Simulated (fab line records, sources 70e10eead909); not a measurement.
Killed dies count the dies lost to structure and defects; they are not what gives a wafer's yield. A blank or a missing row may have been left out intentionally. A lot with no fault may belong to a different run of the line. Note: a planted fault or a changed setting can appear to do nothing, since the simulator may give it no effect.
Matching of chambers | flow nandHarc | rieDiel-05 running NHARC_A_CONTACT_DESCUM_74: 4 sister chambers
The step chemistry O2, time 3 s. 8 wafers are shown with their chamber, then 8 later ones without.

## WAFERS WITH THEIR CHAMBER
wafer  | chamber | drypumpMotorCurrentA (A) | showerheadPlenumPTorr (Torr)
L078.6 | 3       | 6.3                      | 1.86
L083.1 | 2       | 6.2                      | 1.94
L083.2 | 0       | 6.3                      | 1.87
L083.6 | 1       | 5.2                      | 2.04
L089.1 | 3       | 6.3                      | 1.85
L089.4 | 0       | 6.3                      | 1.86
L089.6 | 1       | 5.2                      | 2.04
L090.1 | 2       | 6.3                      | 1.94

## WAFERS WITHOUT THEIR CHAMBER
wafer  | drypumpMotorCurrentA (A) | showerheadPlenumPTorr (Torr)
L090.3 | 6.3                      | 1.85
L090.6 | 6.3                      | 1.85
L092.3 | 6.3                      | 1.93
L092.4 | 6.3                      | 1.86
L092.6 | 5.3                      | 2.04
L097.3 | 6.3                      | 1.86
L097.4 | 6.3                      | 1.86
L097.6 | 5.2                      | 2.03

## WHICH CHAMBER EACH WENT THROUGH
wafer  | from the rows above     | in truth
L090.3 | 3                       | 3
L090.6 | 3                       | 3
L092.3 | 2                       | 2
L092.4 | can't be placed: 0 or 3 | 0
L092.6 | 1                       | 1
L097.3 | can't be placed: 0 or 3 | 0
L097.4 | can't be placed: 0 or 3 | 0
L097.6 | 1                       | 1
Placed correctly: 5 of 8. Unplaceable from these rows: 3, with the true chamber sitting among the candidates in 3. Placed wrongly: 0.
How it was worked out, from the rows above alone: a wafer's distance from a chamber is the root of the sum, over the readings, of the square of ((its reading less the chamber's mean) divided by the reading's scatter). The wafer belongs to the nearest chamber; if the next one is less than 2 further off, it can't be placed. A chamber's mean is the mean of its shown wafers. The scatter: the root of (the sum of the squares of (reading less its chamber's mean) over the shown wafers, divided by (wafers less chambers)).
